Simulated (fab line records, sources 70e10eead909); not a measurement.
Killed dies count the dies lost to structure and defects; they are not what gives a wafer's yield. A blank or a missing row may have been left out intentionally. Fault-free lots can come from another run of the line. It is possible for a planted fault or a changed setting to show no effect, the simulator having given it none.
Which of the tools did it? :: flow nand harc :: 6 lots with 16 wafers sampled at 5 steps, on a route of 1159 steps

WHAT THE GAUGES SHOWED, per wafer
NHARC_END_SORT_01.
lot: L442
measured: day 24 10:23
on: prober-02
killed at array: 143 110

lot: L443
measured: day 24 11:16
on: prober-01
killed at array: 36 106

WHICH TOOL RAN EACH LOT (tool, then ch and the chambers of the sampled wafers, then the start)
lot: L423
NHARC_A_SGD_CUT_CMP_21: cmp-04 ch 1,2,3, day 14 12:35
NHARC_A_SGD_CUT_STRIP_28: rie diel-02 ch 1,3, day 14 16:33 or earlier
NHARC_A_SLIT_ETCH_24: rie diel-05 ch 0,1,2, day 14 16:33
NHARC_A_SLIT_ETCH_15: rie diel-05 ch 0,2,3, day 14 16:38

lot: L430
NHARC_A_SGD_CUT_CMP_21: cmp-03 ch 0,2,3, day 15 15:11
NHARC_A_SGD_CUT_STRIP_28: rie diel-08 ch 1,2,3, day 15 19:17 or earlier
NHARC_A_SLIT_ETCH_24: rie diel-12 ch 0,2,3, day 15 19:17
NHARC_A_SLIT_ETCH_15: rie diel-12 ch 0,1,3, day 15 19:23

lot: L432
NHARC_A_SGD_CUT_CMP_21: cmp-01 ch 0,1,2, day 16 13:04
NHARC_A_SGD_CUT_STRIP_28: rie diel-10 ch 1,2,3, day 16 17:47 or earlier
NHARC_A_SLIT_ETCH_24: rie diel-03 ch 0,1,3, day 16 17:47
NHARC_A_SLIT_ETCH_15: rie diel-03 ch 0,1,2, day 16 17:52

lot: L434
NHARC_A_SGD_CUT_CMP_21: cmp-03 ch 0,1,2, day 16 21:52
NHARC_A_SGD_CUT_STRIP_28: rie diel-02 ch 2,3, day 17 01:48 or earlier
NHARC_A_SLIT_ETCH_24: rie diel-05 ch 0,2,3, day 17 01:48
NHARC_A_SLIT_ETCH_15: rie diel-05 ch 1,2,3, day 17 02:00

lot: L442
NHARC_A_SGD_CUT_CMP_21: cmp-03 ch 0,3, day 18 21:39
NHARC_A_SGD_CUT_STRIP_28: rie diel-02 ch 1,2, day 19 01:44 or earlier
NHARC_A_SLIT_ETCH_24: rie diel-05 ch 0,1, day 19 01:44
NHARC_A_SLIT_ETCH_15: rie diel-05 ch 1,3, day 19 01:49

lot: L443
NHARC_A_SGD_CUT_CMP_21: cmp-04 ch 1,3, day 19 10:25
NHARC_A_SGD_CUT_STRIP_28: rie diel-02 ch 0,3, day 19 15:04 or earlier
NHARC_A_SLIT_ETCH_24: rie diel-05 ch 0,1, day 19 15:04
NHARC_A_SLIT_ETCH_15: rie diel-05 ch 1,3, day 19 15:08
- NHARC_A_SGD_CUT_CMP_21: polishes, target thk 148.19 nm.
- NHARC_A_SGD_CUT_STRIP_28: strips in O2, time 20 s.
- NHARC_A_SLIT_ETCH_24: etches the open film in CF4/CHF3, target depth 121 nm, time 60.5 s.
- NHARC_A_SLIT_ETCH_15: etches the open film in O2/COS, target depth 3200 nm, time 832 s.

THE ANSWER, worked out from the rows above alone
Rule: what is usual is taken from the lots themselves. Put in order of their means at a reading, lots are off if they are a third of the lots or fewer, leave a main group of 4 or more, and stand apart from it by a gap of 3 or more times the standard deviation of the main group's means; of several such gaps the widest counts. The tables above print the reading to a certain number of digits; a main group whose means all agree to those digits is not used. Also off: a lot with no number at a reading for which 4 or more lots have one. All remaining lots with rows at the step are treated as sound.
Nothing can be told from this: no lot is off at any reading shown.

WHAT THE SIMULATOR HAD INSERTED
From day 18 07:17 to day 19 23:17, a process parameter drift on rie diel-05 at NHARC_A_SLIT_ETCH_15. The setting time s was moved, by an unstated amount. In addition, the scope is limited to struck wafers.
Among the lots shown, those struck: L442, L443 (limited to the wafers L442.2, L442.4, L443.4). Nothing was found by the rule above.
